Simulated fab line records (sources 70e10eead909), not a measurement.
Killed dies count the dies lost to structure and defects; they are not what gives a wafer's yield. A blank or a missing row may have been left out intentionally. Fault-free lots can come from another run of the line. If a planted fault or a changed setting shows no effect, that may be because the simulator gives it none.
A lot that was struck, set against a sound lot    flow nandHarc    15 out of 1302 route steps
Sound: these wafers, L386.1, L386.3, L386.6. Struck: wafer L400.6 (left out: L400.1, L400.4 of the same lot, which were not struck); the cause appears at the end.
Per side, at each step with rows, come the tool, then ch with its chambers, and then its first start. Under that, the readings that differ: sound wafers    struck wafers    difference of the means    sigmas: that difference in standard deviations of wafers without a fault.
alike: a reading whose means differ by less than 2 such deviations, as well as words and numbers matching on both sides. not compared: withheld readings; readings where some wafer has no value; bounds like >300 that might hide an equal value; numbers whose values overlap and for which the record gives no deviation.
The two part at a step that has a row with sigmas, a row that says differs or no value, or rows on one side only. Numbers that don't overlap but have no deviation are shown without sigmas and don't part them. A reading missing from all wafers of one side parts the sides only when that side holds two or more wafers.

NHARC_A_CHANNEL_HOLE_D2_STRIP_28: strips in O2.
  sound on rieDiel-09 ch 0,2; struck on rieDiel-01 ch 2
  alike: drypumpMotorCurrentA, oesProductAu, rfVppV, showerheadPlenumPTorr, throttleValvePct
  not compared: rfHoursCounterH
then, 2 steps without rows for these wafers: NHARC_A_CHANNEL_HOLE_D2_PRECLEAN_29 (cleans in SC1); NHARC_A_CHANNEL_HOLE_D2_SRD_30.
NHARC_A_CHANNEL_HOLE_D2_CD_MEAS_31:
  sound: cdSem-03 at day 13 09:44; struck: cdSem-02 at day 19 08:37
  alike: cdNm
NHARC_A_CHANNEL_HOLE_D2_XSEM_32:
  sound on xsem-01 ch 0, day 13 09:49; struck on xsem-02 ch 0, day 19 08:43
  alike: botCdNm, bowNm, tiltDeg
NHARC_A_CHANNEL_HOLE_D2_INSPECT_40:
  sound: defectInspect-02 at day 13 09:55; struck: defectInspect-02 at day 19 08:48
  alike: rawDefectCount
then, 2 steps without rows for these wafers: NHARC_A_CHANNEL_FILL_D2_PRECLEAN_00 (cleans in SC1); NHARC_A_CHANNEL_FILL_D2_SRD_01.
NHARC_A_CHANNEL_FILL_D2_ALD_02: deposits SiO2, target thk 6 nm, pulse time 10 s, ald cycles 60.
  sound on aldHk-03 ch 0,3, day 13 10:07; struck on aldHk-01 ch 2, day 19 09:05
reading             sound  struck  difference                    sigmas
susceptorTempC (C)  - - -  300.00  no value on the sound wafers  
  alike: heaterPowerW, precursorPulseHeightRel
  not compared: aldCycles
NHARC_A_CHANNEL_FILL_D2_ALD_03: deposits SiNx, target thk 6 nm, pulse time 60 s, ald cycles 58.
  sound on aldSinBatch-03 ch 0; struck on aldSinBatch-01 ch 0
reading                  sound              struck  difference  sigmas
precursorPulseHeightRel  0.987 1.051 1.018  0.974   -0.045      -2
  not compared: aldCycles, susceptorTempC
NHARC_A_CHANNEL_FILL_D2_ALD_14: deposits SiO2, target thk 2.5 nm, pulse time 10 s, ald cycles 25.
  sound on aldHk-03 ch 0,1, day 13 18:15; struck on aldHk-02 ch 2, day 19 14:40
  alike: heaterPowerW, precursorPulseHeightRel, susceptorTempC
  not compared: aldCycles
then, 1 step without rows for these wafers: NHARC_A_CHANNEL_FILL_D2_ALD_15 (deposits SiNx, target thk 2 nm, pulse time 60 s, ald cycles 19).
NHARC_A_CHANNEL_FILL_D2_ALD_16: deposits SiO2, target thk 1.5 nm, pulse time 10 s, ald cycles 15.
  sound on aldHk-03 ch 0,1,3, day 13 23:35; struck on aldHk-01 ch 3, day 19 19:47
reading    sound     struck  difference  sigmas
aldCycles  15 15 15  17      +2          
  alike: heaterPowerW, precursorPulseHeightRel, susceptorTempC
then, 1 step without rows for these wafers: NHARC_A_CHANNEL_FILL_D2_ANNEAL_17 (time 1800 s).
-- break in the record here, with 11 days between the starts of the struck wafers on either side (left off in module A_CHANNEL_FILL_D2, picked up again in module END, where the first step shown is number 1302 on the route) --
NHARC_END_SORT_01:
  only the struck wafers appear in the record here, on prober-02 ch 0 at day 30 15:11; the sound ones have no rows

## WHERE THEY PART
At NHARC_A_CHANNEL_FILL_D2_ALD_02 first; at NHARC_END_SORT_01 last (within this record only).

WHY: what had been put in by the simulator
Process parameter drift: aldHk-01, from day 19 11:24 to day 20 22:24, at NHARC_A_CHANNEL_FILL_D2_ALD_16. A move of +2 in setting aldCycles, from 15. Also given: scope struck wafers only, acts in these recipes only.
